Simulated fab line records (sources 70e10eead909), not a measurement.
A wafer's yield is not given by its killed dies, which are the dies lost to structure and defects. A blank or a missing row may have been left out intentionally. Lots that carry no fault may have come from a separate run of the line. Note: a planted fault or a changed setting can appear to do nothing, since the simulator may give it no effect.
fab line records	flow nand-harc
record: lots: 7	wafers: 21	last-day: 24
route steps=1159 shown A_ONON_D1@438 A_CHANNEL_HOLE_D1@450 END@1159
lots untouched by any fault: they come from a run of this same line in which no faults occurred
start-h: hours from the record's opening day to when the first of the lot's shown wafers began	wait-h: how many hours have passed since the lot's step before this one	" same as the row above	L1.1+2: one row covering several wafers at once	- either no value or no given start	* or withheld: withheld	< > ~ a bound
route shown NAME@n: a module of which the file shows steps, and the number in the route of the first	usual: mean/standard deviation taken from wafers without a fault	same: alike in all rows	chamber/n: place in a boat	sites: the reading at each site	_std_site: standard deviation across them	_edge_site: inner sites' mean taken away from outer sites' mean	radius-mm: how far each site lies from the wafer's centre	mask NAME#n: copy n	behind: the last tool/chamber to shape the wafer	hold: what put the lot on hold/how long, in hours/how the hold closed	device: whichever transistor did not switch (one of n, p or np)	end of line: the route-end tests of the same wafers	a step given without rows: its recipe and nothing more	killed: count of dies lost to structure and defects at first sort (not the wafer's yield)	map: a wafer's dies, marking killed ones x, the rest . and places with no die _
set.NAME: the setting that was run; set.NAME@STEP: the one run at that earlier step	model.NAME: the simulator's own value behind a step, which no gauge read
certain route steps with their lots: each step a table, each wafer a row
services: the hour from which a tool's chamber was out of use, counted from the record's first day as start-h (under 0 if before that day), plus the number of hours and why
== steps ==
step: NHARC_A_ONON_D1_DEP_19
recipe: target-thk-a: 10000	n2-flow-sccm: 2750	n2o-flow-sccm: 2000	nh3-flow-sccm: 500	sih4-flow-sccm: 210	temp-c: 400
step: NHARC_A_ONON_D1_THK_MEAS_21
recipe: thk-meas-gauge: ellipsometry
usual: thk-nm: 1001/10
lot.wafer	tool	chamber	start-h	wait-h	thk-nm
L769.2	film-metro-01	-	181.85	-	1005
L769.4	"	-	"	"	1006
L769.5	"	-	"	"	1005
L772.2	film-metro-01	-	195.03	-	1002
L772.3	"	-	"	"	1000
L772.4	"	-	"	"	1002
L776.1	film-metro-02	-	209.49	-	1023
L776.2	"	-	"	"	1023
L776.3	"	-	"	"	1022
L777.1	film-metro-01	-	218.92	-	995
L777.3	"	-	"	"	998
L777.4	"	-	"	"	999
L779.1	film-metro-01	-	240.99	-	1014
L779.4	"	-	"	"	1013
L779.6	"	-	"	"	1012
L789.2	film-metro-02	-	289.82	-	1009
L789.4	"	-	"	"	1006
L789.5	"	-	"	"	1007
L790.2	film-metro-01	-	297.27	-	994
L790.3	"	-	"	"	995
L790.6	"	-	"	"	994
step: NHARC_A_ONON_D1_DEP_22
recipe: target-thk-a: 10000	n2-flow-sccm: 2750	n2o-flow-sccm: 2000	nh3-flow-sccm: 500	sih4-flow-sccm: 210	temp-c: 400
step: NHARC_A_ONON_D1_THK_MEAS_24
recipe: thk-meas-gauge: ellipsometry
usual: thk-nm: 998/9.4
lot.wafer	tool	chamber	start-h	wait-h	thk-nm
L769.2	film-metro-01	-	182.42	-	982
L769.4	"	-	"	"	983
L769.5	"	-	"	"	981
L772.2	film-metro-02	-	195.60	-	995
L772.3	"	-	"	"	994
L772.4	"	-	"	"	994
L776.1	film-metro-01	-	210.06	-	987
L776.2	"	-	"	"	988
L776.3	"	-	"	"	989
L777.1	film-metro-01	-	219.48	-	999
L777.3	"	-	"	"	1001
L777.4	"	-	"	"	999
L779.1	film-metro-02	-	241.55	-	996
L779.4	"	-	"	"	994
L779.6	"	-	"	"	994
L789.2	film-metro-02	-	290.38	-	999
L789.4	"	-	"	"	998
L789.5	"	-	"	"	997
L790.2	film-metro-02	-	297.84	-	1009
L790.3	"	-	"	"	1008
L790.6	"	-	"	"	1008
step: NHARC_A_ONON_D1_DEP_25
recipe: target-thk-a: 10000	n2-flow-sccm: 2750	n2o-flow-sccm: 2000	nh3-flow-sccm: 500	sih4-flow-sccm: 210	temp-c: 400
step: NHARC_A_ONON_D1_THK_MEAS_27
recipe: thk-meas-gauge: ellipsometry
usual: thk-nm: 1000/7.9
lot.wafer	tool	chamber	start-h	wait-h	thk-nm
L769.2	film-metro-01	-	183.03	-	1000
L769.4	"	-	"	"	999
L769.5	"	-	"	"	999
L772.2	film-metro-02	-	196.17	-	1002
L772.3	"	-	"	"	999
L772.4	"	-	"	"	1003
L776.1	film-metro-02	-	210.63	-	991
L776.2	"	-	"	"	990
L776.3	"	-	"	"	991
L777.1	film-metro-02	-	220.07	-	1010
L777.3	"	-	"	"	1014
L777.4	"	-	"	"	1014
L779.1	film-metro-02	-	242.12	-	1005
L779.4	"	-	"	"	1006
L779.6	"	-	"	"	1007
L789.2	film-metro-02	-	290.95	-	988
L789.4	"	-	"	"	988
L789.5	"	-	"	"	988
L790.2	film-metro-01	-	298.40	-	993
L790.3	"	-	"	"	994
L790.6	"	-	"	"	993
step: NHARC_A_ONON_D1_DEP_28
recipe: target-thk-a: 10000	n2-flow-sccm: 2750	n2o-flow-sccm: 2000	nh3-flow-sccm: 500	sih4-flow-sccm: 210	temp-c: 400
step: NHARC_A_ONON_D1_THK_MEAS_30
recipe: thk-meas-gauge: ellipsometry
usual: thk-nm: 999/7.7
lot.wafer	tool	chamber	start-h	wait-h	thk-nm
L769.2	film-metro-01	-	183.61	-	1006
L769.4	"	-	"	"	1010
L769.5	"	-	"	"	1007
L772.2	film-metro-01	-	196.73	-	1015
L772.3	"	-	"	"	1016
L772.4	"	-	"	"	1015
L776.1	film-metro-02	-	211.20	-	984
L776.2	"	-	"	"	983
L776.3	"	-	"	"	983
L777.1	film-metro-01	-	220.63	-	1001
L777.3	"	-	"	"	1000
L777.4	"	-	"	"	999
L779.1	film-metro-01	-	242.68	-	990
L779.4	"	-	"	"	992
L779.6	"	-	"	"	993
L789.2	film-metro-01	-	291.52	-	1001
L789.4	"	-	"	"	1001
L789.5	"	-	"	"	1002
L790.2	film-metro-01	-	298.96	-	985
L790.3	"	-	"	"	985
L790.6	"	-	"	"	984
step: NHARC_A_ONON_D1_DEP_33
recipe: target-thk-a: 2000	temp-c: 400	pressure-torr: 6.5	rf-w: 900	teos-flow-sccm: 161.4	flow-sccm: 2650	target-thk-nm: 200	gas: O2	material: SiO2
usual: heater-power-outer-w: 271/71	heater-power-w: 499/92	throttle-valve-pct: 16.0/0.48
lot.wafer	tool	chamber	start-h	wait-h	heater-power-outer-w	heater-power-w	throttle-valve-pct
L769.2	pecvd-03	1	183.71	0.1	239	505	15.7
L769.5	"	1	"	"	257	517	15.9
L769.4	"	2	"	"	172	372	16.3
L772.2	pecvd-01	0	196.97	0.2	290	492	16.0
L772.3	"	1	"	"	403	624	15.6
L772.4	"	0	"	"	293	497	16.0
L776.2	pecvd-02	1	211.26	0.1	335	665	16.2
L776.3	"	2	"	"	313	498	16.4
L776.1	"	0	"	"	287	533	15.4
L777.3	pecvd-02	2	220.69	0.1	288	481	16.3
L777.1	"	1	"	"	348	659	16.0
L777.4	"	2	"	"	292	485	16.4
L779.1	pecvd-03	1	242.96	0.3	257	534	16.1
L779.4	"	2	"	"	216	434	16.6
L779.6	"	0	"	"	317	582	16.8
L789.2	pecvd-01	0	291.75	0.2	284	481	16.3
L789.4	"	2	"	"	126	320	15.2
L789.5	"	0	"	"	296	499	16.6
L790.2	pecvd-01	0	299.06	0.1	345	559	16.5
L790.3	"	1	"	"	352	546	15.8
L790.6	"	1	"	"	370	562	16.1
step: NHARC_A_ONON_D1_THK_MEAS_34
recipe: thk-meas-gauge: ellipsometry
usual: thk-nm: 200/3
lot.wafer	tool	chamber	start-h	wait-h	thk-nm
L769.2	film-metro-01	-	184.08	-	200
L769.4	"	-	"	"	204
L769.5	"	-	"	"	203
L772.2	film-metro-02	-	197.34	-	201
L772.3	"	-	"	"	193
L772.4	"	-	"	"	202
L776.1	film-metro-01	-	211.68	-	201
L776.2	"	-	"	"	202
L776.3	"	-	"	"	198
L777.1	film-metro-01	-	221.10	-	200
L777.3	"	-	"	"	195
L777.4	"	-	"	"	198
L779.1	film-metro-01	-	243.29	-	197
L779.4	"	-	"	"	202
L779.6	"	-	"	"	202
L789.2	film-metro-02	-	292.12	-	199
L789.4	"	-	"	"	206
L789.5	"	-	"	"	200
L790.2	film-metro-01	-	299.43	-	199
L790.3	"	-	"	"	205
L790.6	"	-	"	"	209
step: NHARC_A_ONON_D1_INSPECT_32
usual: raw-defect-count: 73/29
lot.wafer	tool	chamber	start-h	wait-h	raw-defect-count
L769.2	defect-inspect-01	-	184.14	0.0	128
L769.4	"	-	"	"	120
L769.5	"	-	"	"	59
L772.2	defect-inspect-02	-	197.40	0.0	65
L772.3	"	-	"	"	49
L772.4	"	-	"	"	89
L776.1	defect-inspect-02	-	211.76	0.0	68
L776.2	"	-	"	"	88
L776.3	"	-	"	"	51
L777.1	defect-inspect-02	-	221.16	0.0	52
L777.3	"	-	"	"	67
L777.4	"	-	"	"	48
L779.1	defect-inspect-02	-	243.37	0.0	70
L779.4	"	-	"	"	70
L779.6	"	-	"	"	38
L789.2	defect-inspect-02	-	292.18	0.0	103
L789.4	"	-	"	"	60
L789.5	"	-	"	"	74
L790.2	defect-inspect-02	-	299.52	0.0	43
L790.3	"	-	"	"	48
L790.6	"	-	"	"	97
step: NHARC_A_CHANNEL_HOLE_D1_DEP_00
recipe: target-thk-a: 31000	temp-c: 400	material: aC
usual: throttle-valve-pct: 35.000/0.0091
lot.wafer	tool	chamber	start-h	wait-h	throttle-valve-pct
L769.2	acl-dep-03	0	184.94	0.8	34.998
L769.4	"	0	"	"	35.005
L769.5	"	0	"	"	34.985
L772.2	acl-dep-01	0	199.00	1.6	35.001
L772.3	"	0	"	"	34.996
L772.4	"	0	"	"	35.000
L776.1	acl-dep-03	0	213.04	1.3	34.997
L776.2	"	0	"	"	34.964
L776.3	"	0	"	"	35.004
L776.1	acl-dep-03	0	215.61	2.2	34.988
L776.2	"	0	"	"	34.996
L776.3	"	0	"	"	34.988
L777.1	acl-dep-03	0	221.23	0.1	35.005
L777.3	"	0	"	"	35.004
L777.4	"	0	"	"	35.001
L777.1	acl-dep-01	0	223.36	1.8	34.980
L777.3	"	0	"	"	35.006
L777.4	"	0	"	"	35.004
L779.1	acl-dep-01	0	245.50	2.1	35.011
L779.4	"	0	"	"	34.999
L779.6	"	0	"	"	35.010
L779.1	acl-dep-01	0	249.36	3.5	35.009
L779.4	"	0	"	"	35.002
L779.6	"	0	"	"	35.008
L789.2	acl-dep-03	0	294.14	2.0	35.001
L789.4	"	0	"	"	34.996
L789.5	"	0	"	"	35.014
L790.2	acl-dep-03	0	304.94	5.4	34.978
L790.3	"	0	"	"	34.990
L790.6	"	0	"	"	35.003
step: NHARC_A_CHANNEL_HOLE_D1_DEP_01
recipe: target-thk-a: 1400	target-thk-nm: 140	temp-c: 400	pressure-torr: 3.5	flow-sccm: 200	rf-w: 350	material: SiON
usual: heater-power-outer-w: 421/82	heater-power-w: 702/120
lot.wafer	tool	chamber	start-h	wait-h	heater-power-outer-w	heater-power-w
L769.2	pecvd-01	0	186.58	1.3	449	681
L769.4	"	2	"	"	252	492
L769.5	"	0	"	"	448	716
L772.2	pecvd-01	1	200.64	1.3	514	795
L772.3	"	2	"	"	313	565
L772.4	"	0	"	"	476	758
L776.1	pecvd-04	1	217.55	1.6	363	631
L776.3	"	2	"	"	472	893
L776.2	"	0	"	"	393	701
L777.1	pecvd-01	1	225.62	1.9	476	718
L777.3	"	2	"	"	294	550
L777.4	"	2	"	"	298	540
L779.1	pecvd-02	0	251.30	1.6	405	683
L779.4	"	0	"	"	414	703
L779.6	"	1	"	"	477	815
L789.2	pecvd-01	2	295.75	1.3	297	561
L789.5	"	2	"	"	290	545
L789.4	"	0	"	"	493	798
L790.2	pecvd-01	1	306.51	1.3	504	737
L790.3	"	2	"	"	279	528
L790.6	"	2	"	"	280	533
step: NHARC_END_SORT_01
recipe: temp-c: 25
usual: killed-at-array: 25/7.8	killed-at-other: 0.6/0.81	killed-at-periphery: 3.3/2.2	killed-dies: 29/8.2	killed-open: 3.5/1.9	killed-short: 1.8/1.3
same: gross-dies: 677
lot.wafer	tool	chamber	start-h	wait-h	killed-at-array	killed-at-other	killed-at-periphery	killed-dies	killed-open	killed-short
L776.1	prober-01	0	471.20	2.5	669	0	8	677	4	2
L776.2	prober-01	0	471.99	2.8	673	1	3	677	4	2
L776.3	prober-01	0	472.77	3.1	671	1	5	677	0	2
L777.1	prober-02	0	498.01	2.5	674	0	3	677	1	0
L777.3	prober-02	0	499.62	3.1	668	1	8	677	2	1
L777.4	prober-02	0	500.43	3.4	671	1	5	677	2	1
L779.1	prober-02	0	531.25	2.5	674	0	3	677	3	1
L779.4	prober-02	0	533.64	3.4	674	2	1	677	3	1
L779.6	prober-02	0	535.24	4.0	674	1	2	677	4	1
killed by level:class
L776.1 A_CHANNEL_HOLE_D1:area-dep=647 A_CHANNEL_HOLE_D1:chamber-film-flake=13 P_GATE:chamber-film-flake=5 A_ONON_D1:geometric-particle:open=2 A_BONDPAD:chamber-film-flake=2 P_M0:geometric-particle:short=1 A_CHANNEL_HOLE_D1:geometric-particle:short=1 A_CONTACT:geometric-particle:open=1
L776.2 A_CHANNEL_HOLE_D1:area-dep=653 A_CHANNEL_HOLE_D1:chamber-film-flake=7 A_BONDPAD:chamber-film-flake=3 A_CONTACT:geometric-particle:open=2 A_WL_FILL:chamber-film-flake=2 A_CONTACT:chamber-film-flake=2 P_GATE:geometric-particle:open=1 A_SOURCE_PLATE:geometric-particle:short=1
L776.3 A_CHANNEL_HOLE_D1:area-dep=654 A_CHANNEL_HOLE_D1:chamber-film-flake=7 A_BONDPAD:chamber-film-flake=6 P_GATE:chamber-film-flake=3 A_SOURCE_PLATE:geometric-particle:short=1 A_M1:geometric-particle:short=1 P_STI:chamber-film-flake=1 P_CONTACT:chamber-film-flake=1
L777.1 A_CHANNEL_HOLE_D1:area-dep=658 A_CHANNEL_HOLE_D1:chamber-film-flake=6 P_STI:chamber-film-flake=3 A_WL_FILL:chamber-film-flake=3 A_STAIRCASE:chamber-film-flake=2 A_SLIT:chamber-film-flake=2 A_WL_FILL:geometric-particle:open=1 A_ZERO_WELL:chamber-film-flake=1
L777.3 A_CHANNEL_HOLE_D1:area-dep=644 A_CHANNEL_HOLE_D1:chamber-film-flake=11 P_STI:chamber-film-flake=6 A_CONTACT:chamber-film-flake=6 A_SLIT:chamber-film-flake=3 P_GATE:chamber-film-flake=2 A_CHANNEL_HOLE_D1:geometric-particle:open=1 A_CHANNEL_HOLE_D1:geometric-particle:short=1
L777.4 A_CHANNEL_HOLE_D1:area-dep=640 A_CHANNEL_HOLE_D1:chamber-film-flake=14 P_STI:chamber-film-flake=4 A_SLIT:chamber-film-flake=4 A_CHANNEL_FILL_D1:chamber-film-flake=3 A_CONTACT:chamber-film-flake=3 A_ZERO_WELL:chamber-film-flake=2 A_WL_FILL:chamber-film-flake=2
L779.1 A_CHANNEL_HOLE_D1:area-dep=643 A_CHANNEL_HOLE_D1:chamber-film-flake=11 A_SLIT:chamber-film-flake=11 A_CONTACT:chamber-film-flake=5 A_ZERO_WELL:chamber-film-flake=2 P_GATE:geometric-particle:open=1 P_M0:geometric-particle:open=1 A_WL_FILL:geometric-particle:short=1
L779.4 A_CHANNEL_HOLE_D1:area-dep=644 A_SLIT:chamber-film-flake=14 A_CHANNEL_HOLE_D1:chamber-film-flake=7 A_CONTACT:chamber-film-flake=5 P_GATE:geometric-particle:open=1 A_CHANNEL_FILL_D1:geometric-particle:short=1 A_BLC:geometric-particle:open=1 A_M0:geometric-particle:open=1
L779.6 A_CHANNEL_HOLE_D1:area-dep=638 A_SLIT:chamber-film-flake=16 A_CHANNEL_HOLE_D1:chamber-film-flake=13 A_CHANNEL_FILL_D1:chamber-film-flake=2 P_GATE:geometric-particle:open=1 P_M0:geometric-particle:open=1 A_SGD_CUT:geometric-particle:open=1 A_WL_FILL:geometric-particle:open=1
map L776.1 (x killed, . not)
____________x____________
_________xxxxxxx_________
_______xxxxxxxxxxx_______
______xxxxxxxxxxxxx______
_____xxxxxxxxxxxxxxx_____
____xxxxxxxxxxxxxxxxx____
____xxxxxxxxxxxxxxxxx____
___xxxxxxxxxxxxxxxxxxx___
___xxxxxxxxxxxxxxxxxxx___
__xxxxxxxxxxxxxxxxxxxxx__
__xxxxxxxxxxxxxxxxxxxxx__
_xxxxxxxxxxxxxxxxxxxxxxx_
_xxxxxxxxxxxxxxxxxxxxxxx_
_xxxxxxxxxxxxxxxxxxxxxxx_
_xxxxxxxxxxxxxxxxxxxxxxx_
_xxxxxxxxxxxxxxxxxxxxxxx_
xxxxxxxxxxxxxxxxxxxxxxxxx
xxxxxxxxxxxxxxxxxxxxxxxxx
xxxxxxxxxxxxxxxxxxxxxxxxx
xxxxxxxxxxxxxxxxxxxxxxxxx
xxxxxxxxxxxxxxxxxxxxxxxxx
_xxxxxxxxxxxxxxxxxxxxxxx_
_xxxxxxxxxxxxxxxxxxxxxxx_
_xxxxxxxxxxxxxxxxxxxxxxx_
_xxxxxxxxxxxxxxxxxxxxxxx_
_xxxxxxxxxxxxxxxxxxxxxxx_
__xxxxxxxxxxxxxxxxxxxxx__
__xxxxxxxxxxxxxxxxxxxxx__
___xxxxxxxxxxxxxxxxxxx___
___xxxxxxxxxxxxxxxxxxx___
____xxxxxxxxxxxxxxxxx____
____xxxxxxxxxxxxxxxxx____
_____xxxxxxxxxxxxxxx_____
______xxxxxxxxxxxxx______
_______xxxxxxxxxxx_______
_________xxxxxxx_________
____________x____________
map L777.1 (x killed, . not)
____________x____________
_________xxxxxxx_________
_______xxxxxxxxxxx_______
______xxxxxxxxxxxxx______
_____xxxxxxxxxxxxxxx_____
____xxxxxxxxxxxxxxxxx____
____xxxxxxxxxxxxxxxxx____
___xxxxxxxxxxxxxxxxxxx___
___xxxxxxxxxxxxxxxxxxx___
__xxxxxxxxxxxxxxxxxxxxx__
__xxxxxxxxxxxxxxxxxxxxx__
_xxxxxxxxxxxxxxxxxxxxxxx_
_xxxxxxxxxxxxxxxxxxxxxxx_
_xxxxxxxxxxxxxxxxxxxxxxx_
_xxxxxxxxxxxxxxxxxxxxxxx_
_xxxxxxxxxxxxxxxxxxxxxxx_
xxxxxxxxxxxxxxxxxxxxxxxxx
xxxxxxxxxxxxxxxxxxxxxxxxx
xxxxxxxxxxxxxxxxxxxxxxxxx
xxxxxxxxxxxxxxxxxxxxxxxxx
xxxxxxxxxxxxxxxxxxxxxxxxx
_xxxxxxxxxxxxxxxxxxxxxxx_
_xxxxxxxxxxxxxxxxxxxxxxx_
_xxxxxxxxxxxxxxxxxxxxxxx_
_xxxxxxxxxxxxxxxxxxxxxxx_
_xxxxxxxxxxxxxxxxxxxxxxx_
__xxxxxxxxxxxxxxxxxxxxx__
__xxxxxxxxxxxxxxxxxxxxx__
___xxxxxxxxxxxxxxxxxxx___
___xxxxxxxxxxxxxxxxxxx___
____xxxxxxxxxxxxxxxxx____
____xxxxxxxxxxxxxxxxx____
_____xxxxxxxxxxxxxxx_____
______xxxxxxxxxxxxx______
_______xxxxxxxxxxx_______
_________xxxxxxx_________
____________x____________
== services ==
tool	chamber	start-h	hours	kind
pecvd-02	0	166.74	-	clean
pecvd-02	1	166.74	-	clean
pecvd-02	2	166.74	-	clean
pecvd-01	-	175.13	0.7	repair
pecvd-04	0	187.07	6.4	repair
pecvd-04	-	195.00	13.0	pm
pecvd-04	0	195.00	13.0	vent-cycle
pecvd-04	1	195.00	13.0	vent-cycle
acl-dep-03	-	223.13	13.0	pm
pecvd-01	-	237.00	13.0	pm
pecvd-01	0	237.00	13.0	vent-cycle
pecvd-01	1	237.00	13.0	vent-cycle
pecvd-01	2	237.00	13.0	vent-cycle
pecvd-01	0	250.00	-	clean
pecvd-01	1	250.00	-	clean
pecvd-01	2	250.00	-	clean
pecvd-03	-	292.00	13.0	pm
pecvd-03	0	292.00	13.0	vent-cycle
pecvd-03	1	292.00	13.0	vent-cycle
pecvd-03	2	292.00	13.0	vent-cycle
acl-dep-01	-	295.94	13.0	pm
pecvd-03	0	305.00	-	clean
pecvd-03	1	305.00	-	clean
pecvd-03	2	305.00	-	clean
== key ==
first-sign: step: NHARC_A_CHANNEL_HOLE_D1_DEP_00	reading: visit	direction: added
effect: step: NHARC_END_SORT_01	reading: killed-at-array	direction: up	sigmas: 83	usual: 25	struck: 672
more-kills-born-at: NHARC_A_CHANNEL_HOLE_D1_DEP_00@acl-dep-01: 3868	NHARC_A_CHANNEL_HOLE_D1_DEP_00@acl-dep-03: 1954
met-at NHARC_A_CHANNEL_HOLE_D1_DEP_00
struck-wafers L776.1,L776.2,L776.3,L777.1,L777.3,L777.4,L779.1,L779.4,L779.6
later-rows-left-out L776.1,L776.2,L776.3,L777.1,L777.3,L777.4,L779.1,L779.4,L779.6
tester-left-out L776,L777,L779
fault: kind: repeated-step-whole	tool: acl-dep-01,acl-dep-02,acl-dep-03	chamber: -	onset-h: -	steps: NHARC_A_CHANNEL_HOLE_D1_DEP_00	times: 1	scope: struck-lots-only
tester-left-out: of these lots the tester's yield and bins aren't shown, on N5 and GAA mostly nor the transistor test; their killed dies are dies lost to structure and defects alone, not to doping, threshold or leakage, so they don't give the yield
later-rows-left-out: the simulator's readings of these wafers behind a module that went badly wrong aren't trusted and aren't shown, but for the sort
